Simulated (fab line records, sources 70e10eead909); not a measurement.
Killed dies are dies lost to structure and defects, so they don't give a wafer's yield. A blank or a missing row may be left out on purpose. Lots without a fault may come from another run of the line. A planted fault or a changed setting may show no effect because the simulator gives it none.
Chamber matching | flow nand_harc | NHARC_P_M1_DEP_33 on pecvd-03: 3 sister chambers
The step deposits SiCN, target thk 30 nm. 3 wafers are shown with their chamber, then 7 later ones without.

WAFERS WITH THEIR CHAMBER
wafer  | chamber | heater_power_w (W)
L667.6 | 1       | 645
L668.1 | 2       | 586
L668.5 | 0       | 580

WAFERS WITHOUT THEIR CHAMBER
wafer  | heater_power_w (W)
L668.6 | 579
L669.1 | 610
L669.4 | 649
L669.5 | 606
L671.1 | 642
L671.2 | 519
L671.4 | 617

WHICH CHAMBER EACH WENT THROUGH
wafer  | from the rows above          | in truth
L668.6 | can't be placed: 0 or 2      | 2
L669.1 | can't be placed: 2 or 0 or 1 | 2
L669.4 | 1                            | 1
L669.5 | can't be placed: 2 or 0 or 1 | 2
L671.1 | can't be placed: 1 or 2      | 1
L671.2 | can't be placed: 0 or 2      | 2
L671.4 | can't be placed: 1 or 2 or 0 | 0
Placed correctly: 1 of 7. Can't be placed from these rows: 6 (the true chamber is among the candidates in 6). Placed wrongly: 0.
How it was worked out, from the rows above alone: a wafer's distance from a chamber is the root of the sum, over the readings, of the square of ((its reading less the chamber's mean) divided by the reading's scatter). The wafer belongs to the nearest chamber; if the next one is less than 2 further off, it can't be placed. A chamber's mean is the mean of its shown wafers. The scatter: with one shown wafer a chamber, the root of the mean of the squares of how far each hidden wafer lies from its nearest shown one.
